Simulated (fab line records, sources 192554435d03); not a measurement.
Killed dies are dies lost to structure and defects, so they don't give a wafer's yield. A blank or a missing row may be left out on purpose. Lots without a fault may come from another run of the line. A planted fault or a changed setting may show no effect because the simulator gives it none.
Problem report in the 8D (eight disciplines) form, filled by code | flow n5_finfet | the parts of the form that need people (team, actions taken, sign-off) are left out

1. THE PROBLEM
cathode_dc_power_W at N5_BEOL_M12_SPUTTER_44 reads a mean of 9654 W on 2 wafers of 2 lots; wafers without a fault read 15000 W with a standard deviation of 2.6. That is -99 or more standard deviations from the usual mean.
The step: material Ta, target thk 10 nm, time 16.13 s.
First seen on wafer L708.1, day 13 22:32, on pvd_sputter-02. The record holds 27 wafers of 9 lots with a number at this step. Rule for "out", or "out of limits": more than 4 standard deviations from the usual mean. The other wafers with a number count as sound.

2. WHAT IT IS AND WHAT IT IS NOT
question                    | is                 | is not
which readings at this step | cathode_dc_power_W | throttle_valve_pct
which lots                  | L708, L713         | L696, L700, L702, L715, L716, L717, L719
which wafers of those lots  | L708.1, L713.6     | L708.2, L708.5, L713.4, L713.5
read on which tools         | pvd_sputter-02     | pvd_sputter-03
when                        | from day 13 22:32  | up to then (11 sound wafers); but 14 sound wafers of L713, L715, L716, L717, L719 came after

3. SUSPECTS, AND WHAT RULES EACH OUT
Counting: a tool at a process step up to the reading stays a suspect if it ran every lot that is out. Sound lots after the first of them don't rule it out here, since some wafers of a struck lot are sound.
- rie_diel-06 at N5_BEOL_M12_ETCH_38 (etches SiCN in CF4/N2, target depth 68.7 nm, time 73.4 s): kept. It ran every lot that is out, first L708 (day 13 21:57); its last sound lot up to then is L696 (day 10 17:40).
- pvd_sputter-02 at N5_BEOL_M12_SPUTTER_44 (material Ta, target thk 10 nm, time 16.13 s): kept. It ran every lot that is out, first L708 (day 13 22:32); its last sound lot up to then is L702 (day 12 04:28). Its own readings are out on those wafers: cathode_dc_power_W.
- Within rie_diel-06 at N5_BEOL_M12_ETCH_38: the wafers that are out ran in chambers 0, 2; their sound lot-mates ran in chamber 1.
Left after counting: rie_diel-06 at N5_BEOL_M12_ETCH_38, pvd_sputter-02 at N5_BEOL_M12_SPUTTER_44.

4. THE CAUSE (what the simulator had put in)
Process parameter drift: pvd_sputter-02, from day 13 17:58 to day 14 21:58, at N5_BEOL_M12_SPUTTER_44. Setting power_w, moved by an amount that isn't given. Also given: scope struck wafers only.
Counting left 2 suspects, and this tool is among them.

5. THE CHAIN OF EFFECTS, in route order
Each row: a reading whose mean over the struck wafers that have a number lies more than 3 standard deviations from the usual. Only readings for which the record gives a usual standard deviation are gone through. hours: the time from each lot's start at the first step in this table that gives one to its start at this step, as a median over the lots. sigmas: the change in usual standard deviations.
hours | step                   | reading                  | usual   | on struck wafers | change | sigmas
0     | N5_BEOL_M12_SPUTTER_44 | cathode_dc_power_W       | 15000 W | 9654             | -5346  | -99 or more
1     | N5_BEOL_M12_CMP_49     | barrier_field_endpoint_s | 30.4 s  | 25.9             | -4.5   | -5.6
The process steps in it:
- N5_BEOL_M12_SPUTTER_44: material Ta, target thk 10 nm, time 16.13 s.
- N5_BEOL_M12_CMP_49: polishes, stops on SiOC, t overpolish 20.6 s, target thk 320 nm.

6. WHAT WOULD HAVE CAUGHT IT SOONER
In this record the first reading out of limits was taken at day 13 22:32, 5 hours after the fault began at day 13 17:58.
